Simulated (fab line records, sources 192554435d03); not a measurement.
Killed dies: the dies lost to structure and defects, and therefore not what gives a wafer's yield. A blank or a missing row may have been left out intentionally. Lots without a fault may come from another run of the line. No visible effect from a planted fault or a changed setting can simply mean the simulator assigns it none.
Which tool is to blame? / flow n5_finfet / 12 lots with 36 wafers sampled at 2 steps, on a route of 1938 steps

## WHAT THE GAUGES READ, wafer by wafer
N5_PASSIVATION_CD_MEAS_30 targets a cd of 4000 nm.
lot=L353; measured=day 13 21:38; on=cd_sem-03; cd_nm (nm)=4000.9 4001.1 4000.3
lot=L356; measured=day 15 15:51; on=cd_sem-03; cd_nm (nm)=3999.6 3999.7 3998.7
lot=L361; measured=day 16 08:51; on=cd_sem-02; cd_nm (nm)=4001.6 4002.3 4001.9
lot=L362; measured=day 17 12:24; on=cd_sem-02; cd_nm (nm)=3998.6 3997.9 3998.5
lot=L365; measured=day 18 01:26; on=cd_sem-03; cd_nm (nm)=4001.8 4001.3 4002.1
lot=L368; measured=day 18 16:31; on=cd_sem-01; cd_nm (nm)=3998.4 3997.9 3996.9
lot=L364; measured=day 18 19:04; on=cd_sem-02; cd_nm (nm)=3997.9 3999.4 4000.1
lot=L367; measured=day 18 19:32; on=cd_sem-03; cd_nm (nm)=3999.6 3997.5 3997.5
lot=L371; measured=day 19 00:01; on=cd_sem-02; cd_nm (nm)=3999.4 4000.0 3997.4
lot=L372; measured=day 19 15:50; on=cd_sem-01; cd_nm (nm)=3996.6 3998.5 3998.4
lot=L373; measured=day 20 00:58; on=cd_sem-03; cd_nm (nm)=3997.7 3997.7 3998.0
lot=L375; measured=day 20 03:16; on=cd_sem-03; cd_nm (nm)=4002.2 4000.6 3999.1

## WHAT TOOL EACH LOT RAN ON (gives the tool, then ch and the chambers of the sampled wafers, and finally the start)
lot=L353; N5_BEOL_M11_SPUTTER_48=pvd_sputter-01, day 12 08:52
lot=L356; N5_BEOL_M11_SPUTTER_48=pvd_sputter-03, day 14 05:21
lot=L361; N5_BEOL_M11_SPUTTER_48=pvd_sputter-01, day 14 14:44
lot=L362; N5_BEOL_M11_SPUTTER_48=pvd_sputter-01, day 15 16:01
lot=L365; N5_BEOL_M11_SPUTTER_48=pvd_sputter-02, day 16 15:25
lot=L368; N5_BEOL_M11_SPUTTER_48=pvd_sputter-02, day 17 01:04
lot=L364; N5_BEOL_M11_SPUTTER_48=pvd_sputter-01, day 17 03:07
lot=L367; N5_BEOL_M11_SPUTTER_48=pvd_sputter-03, day 17 04:06
lot=L371; N5_BEOL_M11_SPUTTER_48=pvd_sputter-03, day 17 06:51
lot=L372; N5_BEOL_M11_SPUTTER_48=pvd_sputter-02, day 18 04:11
lot=L373; N5_BEOL_M11_SPUTTER_48=pvd_sputter-02, day 18 19:28
lot=L375; N5_BEOL_M11_SPUTTER_48=pvd_sputter-02, day 18 20:10
- N5_BEOL_M11_SPUTTER_48: material Cu, target thk 12 nm, time 2 s.

## WHAT THE TOOLS THEMSELVES READ (means of the sampled wafers that have a number; where no wafer has one, the mark that the record gives instead)
N5_BEOL_M11_SPUTTER_48.
lot=L353; tool=pvd_sputter-01; bias_v (V)=59.9; throttle_valve_pct (%)=31.3
lot=L356; tool=pvd_sputter-03; bias_v (V)=59.9; throttle_valve_pct (%)=30.1
lot=L361; tool=pvd_sputter-01; bias_v (V)=60.1; throttle_valve_pct (%)=31.4
lot=L362; tool=pvd_sputter-01; bias_v (V)=59.9; throttle_valve_pct (%)=30.6
lot=L365; tool=pvd_sputter-02; bias_v (V)=59.0; throttle_valve_pct (%)=30.5
lot=L368; tool=pvd_sputter-02; bias_v (V)=59.7; throttle_valve_pct (%)=30.5
lot=L364; tool=pvd_sputter-01; bias_v (V)=60.7; throttle_valve_pct (%)=31.3
lot=L367; tool=pvd_sputter-03; bias_v (V)=59.8; throttle_valve_pct (%)=29.9
lot=L371; tool=pvd_sputter-03; bias_v (V)=59.6; throttle_valve_pct (%)=30.1
lot=L372; tool=pvd_sputter-02; bias_v (V)=60.0; throttle_valve_pct (%)=30.0
lot=L373; tool=pvd_sputter-02; bias_v (V)=60.3; throttle_valve_pct (%)=29.8
lot=L375; tool=pvd_sputter-02; bias_v (V)=59.8; throttle_valve_pct (%)=30.3

## THE ANSWER, worked out from the rows above alone
Rule: the usual values come from the lots themselves. The widest of any qualifying gaps counts: lots, ordered by their means at a reading, are off when they make up no more than a third of the lots, leave a main group of 4 or more, and stand apart from it by 3 or more times the standard deviation of that group's means. The tables above print the reading to a certain number of digits; a main group whose means all agree to those digits is not used. Also off: a lot with no number at a reading for which 4 or more lots have one. The other lots that the step has rows for count as sound. Order of review: gauges by route order, followed by the tools' own readings, for which a lot's mean as printed above is used. At the first step where some lot is off, the reading lying furthest off is the one used; lots without a number count as furthest.
None of the lots is off at any reading shown; this tells nothing.

## WHAT HAD BEEN PUT IN BY THE SIMULATOR
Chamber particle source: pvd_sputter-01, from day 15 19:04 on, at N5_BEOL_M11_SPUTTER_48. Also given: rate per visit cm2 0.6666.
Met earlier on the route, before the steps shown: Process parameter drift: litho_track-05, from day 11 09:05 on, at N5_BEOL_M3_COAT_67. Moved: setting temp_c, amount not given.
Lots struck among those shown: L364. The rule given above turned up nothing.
